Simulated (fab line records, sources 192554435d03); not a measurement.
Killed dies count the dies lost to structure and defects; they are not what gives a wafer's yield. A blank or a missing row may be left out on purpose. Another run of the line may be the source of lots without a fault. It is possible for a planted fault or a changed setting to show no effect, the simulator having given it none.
Struck lot and sound lot, side by side || flow n5 finfet || 38 steps out of a route of 1938
Sound: the wafers L367.1, L367.2, L367.3. Struck: wafer L369.1. (L369.2, L369.3 of the same lot were not struck and are left out.) The cause comes at the end.
Each step with rows lists, per side, the tool, then ch with its chambers, then its first start. Under that, the readings that differ: sound wafers || struck wafers || difference of the means || sigmas: that difference in standard deviations of wafers without a fault.
alike: readings whose means differ by less than 2 such deviations, and words and numbers that are the same on both sides. not compared: withheld readings, readings that some wafer has no value for, bounds like >300 that may hide the same value, and numbers for which the record gives no deviation and whose values overlap.
The two part at a step that has a row with sigmas, a row that says differs or no value, or rows on one side only. Non-overlapping numbers with no deviation appear without sigmas and do not part them. A reading missing from all wafers of one side parts the sides only when that side holds two or more wafers.

first, 12 steps without rows for these wafers: N5_MOL_CONTACT_COAG_ETCH_66 (etches SiARC in CF4, target depth 13 nm, time 21.7 s); N5_MOL_CONTACT_COAG_ALD_133 (deposits SiO2, target thk 5 nm, pulse time 1 s, co reactant pulse time 1 s); N5_MOL_CONTACT_COAG_ETCHBACK_134 (etches SiO2 in CHF3, target depth 10 nm, time 6.7 s); N5_MOL_CONTACT_COAG_ETCH_67 (etches SOC in N2/H2, target depth 60 nm, overetch 21 nm, time 101.2 s); N5_MOL_CONTACT_COAG_STRIP_68 (strips in N2/H2); N5_MOL_CONTACT_COAG_STRIP_69 (strips in N2/H2); N5_MOL_CONTACT_COAG_ETCHBACK_136 (etches SiO2 in CHF3, target depth 25 nm, time 16.7 s); N5_MOL_CONTACT_COAG_STRIP_120 (strips in CHF3); N5_MOL_CONTACT_COAG_VIA_ETCH_117 (etches SiO2 in C4F6/O2, target depth 40 nm, overetch 8 nm, time 26 s); N5_MOL_CONTACT_COAG_ETCH_124 (etches SiNx in CH3F/O2, stops on SiOC, target depth 6.5 nm); N5_MOL_CONTACT_COAG_ETCH_48 (etches SiOC in C4F6/O2, target depth 15 nm, overetch 4.5 nm, time 17 s); N5_MOL_CONTACT_COAG_STRIP_72 (strips in N2/H2).
N5_MOL_CONTACT_COAG_STRIP_49: strips in N2/H2, time 30 s.
  sound on plasma asher-01 ch 0,1, day 7 05:11; struck on plasma asher-01 ch 0, day 7 11:35
  alike: drypump motor current A, heater power w
  not compared: rf hours counter h
then, 24 steps without rows for these wafers: N5_MOL_CONTACT_COAG_PRECLEAN_138 (cleans in alkaline clean, time 60 s); N5_MOL_CONTACT_COAG_SRD_139 (time 30 s); N5_MOL_CONTACT_COAG_PRE_CLEAN_121; N5_MOL_CONTACT_COAG_CVD_140 (deposits W, target thk 66.5 nm, time 215 s); N5_MOL_CONTACT_COAG_PRECLEAN_127 (cleans in DIW, time 57.5 s); N5_MOL_CONTACT_COAG_SRD_128 (dry time 32 s); N5_MOL_CONTACT_COAG_CMP_52 (polishes, stops on SiO2, t overpolish 1.5 s, target thk 66.5 nm); N5_MOL_CONTACT_COAG_ANNEAL_112 (time 1800 s); N5_BEOL_M0_SAQP_PECVD_00 (deposits SiCN from 3MS/NH3, target thk 8 nm, time 14 s); N5_BEOL_M0_SAQP_ILD_DEP_01 (deposits SiOC from DEMS/O2, target thk 45.419 nm, time 8.7 s); N5_BEOL_M0_SAQP_HM_DEP_02 (deposits TiN, target thk 12 nm); N5_BEOL_M0_SAQP_PECVD_03 (deposits SiCN from 3MS/NH3, target thk 12 nm, time 21.1 s); N5_BEOL_M0_SAQP_PECVD_96 (deposits a-Si from SiH4/He, target thk 45 nm, time 45.2 s); N5_BEOL_M0_SAQP_PECVD_97 (deposits SiNx from SiH4/NH3/N2, target thk 23 nm, time 19.9 s); N5_BEOL_M0_SAQP_PECVD_04 (deposits a-Si from SiH4/He, target thk 60 nm, time 60.2 s); N5_BEOL_M0_SAQP_HM_DEP_111 (deposits SiO2 from SiH4/N2O, target thk 12 nm, time 7.2 s); N5_BEOL_M0_SAQP_COAT_81 (time 60 s, resist thk 100 nm); N5_BEOL_M0_SAQP_COAT_82 (time 60 s, resist thk 30 nm); N5_BEOL_M0_SAQP_COAT_08 (resist thk 90 nm); N5_BEOL_M0_SAQP_EBR_10; N5_BEOL_M0_SAQP_SOFTBAKE_09 (time 60 s); N5_BEOL_M0_SAQP_EXPOSE_11 (exposes mask M0 CORE, target cd 42 nm); N5_BEOL_M0_SAQP_PEB_12 (peb time 60 s); N5_BEOL_M0_SAQP_DEVELOP_13 (develop time 30 s).
-- here the record skips 9 days between the struck wafers' starts before and after, leaving off in module BEOL_M0_SAQP and picking up in module PASSIVATION (first step shown: number 1936 of the route) --
N5_PASSIVATION_PROBE_49:
  struck on prober-01, day 16 03:09; sound on prober-01, day 15 16:57
{"reading": "defect limited yield (%)", "sound": "92.0 88.7 88.4", "struck": 81.4, "difference": -8.3, "sigmas": -6}
{"reading": "killed at contacts", "sound": "10 15 11", "struck": 121, "difference": "+109", "sigmas": "+21"}
{"reading": "killed dies", "sound": "94 133 137", "struck": 219, "difference": "+98", "sigmas": "+6"}
{"reading": "killed on rim", "sound": "17 17 19", "struck": 30, "difference": "+12", "sigmas": "+3"}
{"reading": "sort_bin_5_function (%)", "sound": "4.5 7.0 7.2", "struck": 10.3, "difference": "+4.1", "sigmas": "+4"}
{"reading": "sort n pass", "sound": "1086 1047 1043", "struck": 961, "difference": -98, "sigmas": -6}
{"reading": "sort yield pct (%)", "sound": "92.0 88.7 88.4", "struck": 81.4, "difference": -8.3, "sigmas": -6}
  alike: killed_at_M0_to_M3, killed_at_M4_up, killed at front end, killed at other, killed open, killed short, sort_bin_6_memory

== WHERE THEY PART ==
Within this record, at N5_PASSIVATION_PROBE_49 only.

WHY: what the simulator had put in
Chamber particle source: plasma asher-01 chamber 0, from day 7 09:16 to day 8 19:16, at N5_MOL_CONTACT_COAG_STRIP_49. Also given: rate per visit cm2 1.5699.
